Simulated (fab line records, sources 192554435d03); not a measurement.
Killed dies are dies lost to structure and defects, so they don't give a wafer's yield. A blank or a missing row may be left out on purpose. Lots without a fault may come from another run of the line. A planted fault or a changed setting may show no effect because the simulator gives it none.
Chamber matching | flow n5_finfet | N5_HKMG_FIN_ALD_21 on ald_metal-03: 4 sister chambers
The step deposits TiN, target thk 1.5 nm, pulse time 1 s, purge time 3 s. 8 wafers are shown with their chamber, then 8 later ones without.

WAFERS WITH THEIR CHAMBER
wafer  | chamber | heater_power_outer_w (W) | heater_power_w (W)
L082.2 | 0       | 571                      | 996
L082.5 | 0       | 560                      | 988
L084.2 | 3       | 641                      | 1018
L084.4 | 2       | 569                      | 935
L085.1 | 1       | 593                      | 1031
L085.2 | 2       | 572                      | 928
L085.3 | 3       | 627                      | 1017
L086.4 | 1       | 576                      | 998

WAFERS WITHOUT THEIR CHAMBER
wafer  | heater_power_outer_w (W) | heater_power_w (W)
L086.5 | 562                      | 926
L086.6 | 635                      | 1022
L087.2 | 572                      | 995
L087.4 | 616                      | 1029
L087.5 | 570                      | 1011
L097.1 | 577                      | 925
L097.3 | 570                      | 983
L097.6 | 593                      | 937

WHICH CHAMBER EACH WENT THROUGH
wafer  | from the rows above     | in truth
L086.5 | 2                       | 2
L086.6 | 3                       | 3
L087.2 | can't be placed: 0 or 1 | 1
L087.4 | can't be placed: 3 or 1 | 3
L087.5 | can't be placed: 0 or 1 | 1
L097.1 | 2                       | 2
L097.3 | 0                       | 0
L097.6 | 2                       | 2
Placed correctly: 5 of 8. Can't be placed from these rows: 3 (the true chamber is among the candidates in 3). Placed wrongly: 0.
How it was worked out, from the rows above alone: a wafer's distance from a chamber is the root of the sum, over the readings, of the square of ((its reading less the chamber's mean) divided by the reading's scatter). The wafer belongs to the nearest chamber; if the next one is less than 2 further off, it can't be placed. A chamber's mean is the mean of its shown wafers. The scatter: the root of (the sum of the squares of (reading less its chamber's mean) over the shown wafers, divided by (wafers less chambers)).
